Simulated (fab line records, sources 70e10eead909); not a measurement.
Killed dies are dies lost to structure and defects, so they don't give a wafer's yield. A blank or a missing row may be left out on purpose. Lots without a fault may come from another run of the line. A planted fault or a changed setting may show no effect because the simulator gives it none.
Which tool did it? | flow nand_harc | 6 lots, 18 wafers sampled, at 3 steps of a route of 1302

WHAT THE GAUGES READ, wafer by wafer
NHARC_P_GATE_CD_MEAS_91: target cd 2000 nm.
lot  | measured     | on        | cd_nm (nm)
L897 | day 6 16:23  | cd_sem-01 | 1999.7 1999.9 1998.5
L899 | day 7 11:45  | cd_sem-02 | 1998.4 2000.0 1994.0
L902 | day 8 21:00  | cd_sem-02 | 2000.8 2001.0 2002.8
L905 | day 9 22:32  | cd_sem-03 | 1998.8 1997.7 1996.5
L908 | day 11 06:34 | cd_sem-01 | 1997.0 2000.5 1999.7
L918 | day 15 11:17 | cd_sem-01 | 2002.3 2000.9 1997.2

WHICH TOOL RAN EACH LOT (tool, then ch and the chambers of the sampled wafers, then the start)
lot  | NHARC_P_GATE_STRIP_101             | NHARC_P_GATE_EXPOSE_88
L897 | rie_diel-01 ch 0,2, day 6 12:15    | krf_scanner-04 ch 0, day 6 16:14
L899 | rie_diel-01 ch 1,2, day 7 07:13    | krf_scanner-02 ch 0, day 7 11:35
L902 | rie_diel-10 ch 1,2, day 8 16:39    | krf_scanner-04 ch 0, day 8 20:51
L905 | rie_diel-03 ch 0,1,3, day 9 17:52  | krf_scanner-04 ch 0, day 9 22:23
L908 | rie_diel-03 ch 0,1,2, day 11 02:25 | krf_scanner-03 ch 0, day 11 06:25
L918 | rie_diel-10 ch 0,1,3, day 15 06:44 | krf_scanner-04 ch 0, day 15 11:07
- NHARC_P_GATE_STRIP_101: strips in O2, time 20 s.
- NHARC_P_GATE_EXPOSE_88: exposes mask P HVN, target cd 2000 nm.

THE ANSWER, worked out from the rows above alone
Rule: what is usual is taken from the lots themselves. Put in order of their means at a reading, lots are off if they are a third of the lots or fewer, leave a main group of 4 or more, and stand apart from it by a gap of 3 or more times the standard deviation of the main group's means; of several such gaps the widest counts. A main group whose means are all the same, to the digits that the tables above print for the reading, isn't used. A lot without any number at a reading at which 4 lots or more have one is off too. The other lots that the step has rows for count as sound.
No lot is off at any reading shown: from this, nothing can be told.

WHAT THE SIMULATOR HAD PUT IN
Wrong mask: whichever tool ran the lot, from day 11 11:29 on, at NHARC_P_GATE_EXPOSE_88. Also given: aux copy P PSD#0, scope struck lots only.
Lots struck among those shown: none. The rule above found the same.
